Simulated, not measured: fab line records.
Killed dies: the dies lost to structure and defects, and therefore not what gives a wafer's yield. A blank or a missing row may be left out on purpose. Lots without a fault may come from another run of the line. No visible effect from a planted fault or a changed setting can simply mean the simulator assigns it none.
Which of the tools did it?	flow n5Finfet	27 wafers from 9 lots sampled at 6 of the route's 1938 steps

## WHAT THE GAUGES READ, wafer by wafer
N5_HKMG_FIN_CD_MEAS_12: the cd target is 92.8 nm.
lot	measured	on	cdNm (nm)
L724	day 4 02:59	cdSem-01	92.5 92.6 93.9
L726	day 4 20:05	cdSem-01	93.6 93.9 94.0
L728	day 5 04:19	cdSem-02	92.8 92.7 93.3
L735	day 6 21:55	cdSem-02	93.0 92.9 92.8
L737	day 7 08:47	cdSem-02	93.0 92.9 93.3
L738	day 7 15:22	cdSem-01	99.7 98.5 99.3
L742	day 8 12:56	cdSem-03	93.1 93.4 93.9
L744	day 9 02:24	cdSem-01	97.5 97.8 97.5
L747	day 9 23:08	cdSem-02	92.2 92.2 92.7

N5_BEOL_M4_RC_MEAS_101.
lot	measured	on	DIBL_N (mV/V)	DIBL_P (mV/V)	IOFF_N (nA/um)	IOFF_P (nA/um)	ION_N (uA/um)	ION_P (uA/um)	SS_N (mV/dec)	SS_P (mV/dec)	VT_N (mV)	VT_P (mV)
L724	day 7 20:11	prober-02	36.5 37.0 37.2	35.4 36.7 36.3	0.134 0.155 0.149	0.171 0.186 0.185	664 688 660	453 458 451	71.2 70.7 70.8	73.7 73.7 73.2	250.4 248.1 251.0	-256.0 -253.7 -256.5
L726	day 8 12:26	prober-02	35.8 36.0 35.8	37.5 37.2 36.9	0.165 0.168 0.166	0.224 0.219 0.208	677 682 687	471 467 467	71.8 71.8 70.9	73.8 73.6 73.2	249.6 247.4 248.3	-249.5 -249.8 -250.5
L728	day 8 21:29	prober-01	35.8 35.2 34.1	35.7 34.7 34.3	0.163 0.154 0.136	0.214 0.195 0.186	678 676 664	462 460 460	70.9 71.1 70.7	73.4 73.3 72.3	250.3 250.3 253.4	-252.0 -250.5 -251.6
L735	day 10 18:33	prober-01	35.4 36.5 34.9	35.3 37.1 34.9	0.159 0.188 0.156	0.232 0.260 0.230	683 695 667	478 477 460	72.0 72.6 72.1	73.2 73.9 73.2	249.1 244.5 248.4	-247.9 -246.2 -246.7
L737	day 11 04:34	prober-01	31.7 33.6 34.8	32.8 35.4 36.4	0.103 0.128 0.140	0.155 0.193 0.198	652 664 672	451 465 470	70.7 70.8 70.8	71.8 72.8 73.1	256.0 252.9 250.1	-251.5 -250.6 -249.8
L738	day 11 03:19	prober-01	37.4 37.2 37.9	38.4 38.6 38.8	0.186 0.181 0.203	0.244 0.239 0.244	676 677 679	466 464 458	71.7 71.7 72.0	73.3 73.4 73.5	248.0 249.7 248.6	-251.3 -250.6 -246.8
L742	day 12 12:46	prober-02	36.6 37.7 36.6	36.1 37.9 36.4	0.169 0.189 0.160	0.222 0.250 0.222	680 681 669	464 469 469	72.2 71.9 72.1	74.0 73.8 74.0	246.4 244.4 248.8	-247.6 -248.1 -249.1
L744	day 13 00:23	prober-01	37.0 36.1 36.7	37.4 36.9 37.4	0.161 0.150 0.152	0.218 0.207 0.208	674 677 669	463 464 464	71.5 72.0 71.9	73.1 72.8 73.1	247.9 247.4 248.8	-252.6 -249.7 -250.3
L747	day 13 15:23	prober-02	37.4 36.6 37.8	37.1 36.1 36.8	0.184 0.164 0.174	0.225 0.212 0.218	675 674 678	464 457 459	71.4 71.6 71.2	73.8 73.7 74.1	246.9 251.0 249.6	-250.5 -251.4 -249.9

## WHAT TOOL EACH LOT RAN ON (gives the tool, then ch and the chambers of the sampled wafers, and finally the start)
lot	N5_HKMG_FIN_ETCH_55	N5_HKMG_FIN_STRIP_93	N5_HKMG_FIN_ALD_79	N5_HKMG_FIN_EXPOSE_09
L724	rieDiel-02 ch 2,3, day 3 23:46	rieDiel-02 ch 2,3, day 4 00:24	aldMetal-03 ch 0,1, day 4 01:02	arfiScanner-01 ch 0, day 4 02:51
L726	rieDiel-04 ch 0,2,3, day 4 16:16	rieDiel-04 ch 0,2,3, day 4 16:51	aldMetal-03 ch 0,1, day 4 17:28	arfiScanner-02 ch 0, day 4 19:58
L728	rieDiel-04 ch 1,3, day 5 01:00	rieDiel-04 ch 1,3, day 5 01:38	aldMetal-03 ch 0,2,3, day 5 02:16	arfiScanner-02 ch 0, day 5 04:11
L735	rieDiel-02 ch 0,1,3, day 6 18:40	rieDiel-02 ch 0,1,3, day 6 19:18	aldMetal-04 ch 1,2,3, day 6 19:56	arfiScanner-01 ch 0, day 6 21:47
L737	rieDiel-02 ch 1,2, day 7 05:31	rieDiel-02 ch 1,2, day 7 06:09	aldMetal-04 ch 1,2,3, day 7 06:47	arfiScanner-01 ch 0, day 7 08:40
L738	rieDiel-02 ch 0,1,2, day 7 12:16	rieDiel-02 ch 0,1,2, day 7 12:53	aldMetal-04 ch 0,2,3, day 7 13:34	arfiScanner-01 ch 0, day 7 15:14
L742	rieDiel-04 ch 0,1,3, day 8 09:44	rieDiel-04 ch 0,1,3, day 8 10:22	aldMetal-02 ch 1,2,3, day 8 11:00	arfiScanner-02 ch 0, day 8 12:49
L744	rieDiel-04 ch 0,1,3, day 8 23:12	rieDiel-04 ch 0,1,3, day 8 23:50	aldMetal-04 ch 0,1,2, day 9 00:28	arfiScanner-01 ch 0, day 9 02:16
L747	rieDiel-02 ch 1,2,3, day 9 19:57	rieDiel-02 ch 1,2,3, day 9 20:35	aldMetal-04 ch 0,3, day 9 21:13	arfiScanner-02 ch 0, day 9 23:01
- N5_HKMG_FIN_ETCH_55: etches SOC in N2/H2, target depth 240 nm, time 300 s.
- N5_HKMG_FIN_STRIP_93: strips SOC in N2/H2, time 20 s.
- N5_HKMG_FIN_ALD_79: deposits TiN, target thk 1.5 nm, pulse time 1 s, purge time 3 s.
- N5_HKMG_FIN_EXPOSE_09: exposes mask NWFM.

## AS READ BY THE TOOLS THEMSELVES (means over the sampled wafers that have a number; for cases with no such wafer, the mark the record gives instead)
N5_HKMG_FIN_ETCH_55.
lot	tool	drypumpMotorCurrentA (A)	oesProductAu (a.u.)	rfVppV (V)	showerheadPlenumPTorr (Torr)	throttleValvePct (%)
L724	rieDiel-02	5.0	0.77	521.8	2.48	18.01
L726	rieDiel-04	5.5	0.86	525.4	2.60	18.10
L728	rieDiel-04	5.0	0.75	524.7	2.54	17.89
L735	rieDiel-02	5.3	0.83	523.4	2.52	17.77
L737	rieDiel-02	5.1	0.80	521.5	2.45	17.91
L738	rieDiel-02	5.3	0.80	522.6	2.48	17.86
L742	rieDiel-04	5.2	0.81	524.1	2.55	17.93
L744	rieDiel-04	5.2	0.80	524.4	2.55	17.95
L747	rieDiel-02	5.1	0.78	521.5	2.48	17.87

N5_HKMG_FIN_STRIP_93.
lot	tool	drypumpMotorCurrentA (A)	oesProductAu (a.u.)	rfVppV (V)	showerheadPlenumPTorr (Torr)	throttleValvePct (%)
L724	rieDiel-02	5.0	0.76	54.3	3.28	19.2
L726	rieDiel-04	5.5	0.85	54.2	3.44	19.4
L728	rieDiel-04	5.0	0.75	54.7	3.34	18.9
L735	rieDiel-02	5.3	0.82	54.1	3.33	18.8
L737	rieDiel-02	5.1	0.80	53.9	3.24	18.9
L738	rieDiel-02	5.3	0.80	54.2	3.28	18.8
L742	rieDiel-04	5.2	0.81	54.8	3.37	19.1
L744	rieDiel-04	5.2	0.80	54.7	3.37	19.0
L747	rieDiel-02	5.1	0.78	54.2	3.28	19.0

N5_HKMG_FIN_ALD_79.
lot	tool	chamberPressureTorr (Torr)	heaterPowerW (W)	precursorPulseHeightRel
L724	aldMetal-03	3.000	797	0.994
L726	aldMetal-03	2.998	841	0.998
L728	aldMetal-03	2.996	874	0.994
L735	aldMetal-04	3.006	907	1.013
L737	aldMetal-04	3.000	918	0.995
L738	aldMetal-04	3.000	901	1.021
L742	aldMetal-02	2.998	880	1.004
L744	aldMetal-04	3.000	922	1.017
L747	aldMetal-04	3.002	982	1.026

N5_HKMG_FIN_EXPOSE_09.
lot	tool	exposureDoseMJCm2
L724	arfiScanner-01	39.20
L726	arfiScanner-02	39.29
L728	arfiScanner-02	39.20
L735	arfiScanner-01	39.22
L737	arfiScanner-01	39.14
L738	arfiScanner-01	43.10
L742	arfiScanner-02	39.24
L744	arfiScanner-01	42.34
L747	arfiScanner-02	39.20

## THE ANSWER, worked out from the rows above alone
Rule: the usual values come from the lots themselves. The widest of any qualifying gaps counts: lots, ordered by their means at a reading, are off when they make up no more than a third of the lots, leave a main group of 4 or more, and stand apart from it by 3 or more times the standard deviation of that group's means. A main group is skipped when, at the precision printed for the reading in the tables above, its means are all equal. A lot without any number at a reading at which 4 lots or more have one is off too. The other lots that the step has rows for count as sound. Order of review: gauges by route order, followed by the tools' own readings, for which a lot's mean as printed above is used. The first step at which some lot is off is used, and at that step the reading that is off furthest; a lot without a number counts as furthest.
Off: L738, L744, at N5_HKMG_FIN_CD_MEAS_12 (cdNm). Main group: mean 93.1 nm, sd 0.43.
If a tool, at a process step before that reading, ran all the lots that are off and no sound lot after the first of them, it fits. The gauges at N5_HKMG_FIN_CD_MEAS_12 aren't tried: what is off there is off at N5_HKMG_FIN_EXPOSE_09 too, on other tools, and a gauge's error can't cause that. One candidate fits, namely arfiScanner-01 at N5_HKMG_FIN_EXPOSE_09. Its last sound lot is L737 (day 7 08:40), its first lot that is off L738 (day 7 15:14): a fault that began between those two fits.
On the lots that are off, the tool's own readings at N5_HKMG_FIN_EXPOSE_09 differ by more than 5 times the standard deviation of the sound lots' means, which bears it out; exposureDoseMJCm2 reads 42.72 there versus 39.21 on the sound lots.

## WHAT HAD BEEN PUT IN BY THE SIMULATOR
Process parameter drift: arfiScanner-01, from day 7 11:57 on, at N5_HKMG_FIN_EXPOSE_09. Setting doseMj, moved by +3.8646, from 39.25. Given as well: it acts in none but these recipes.
Lots struck among those shown: L738, L744. Same finding as the rule above.
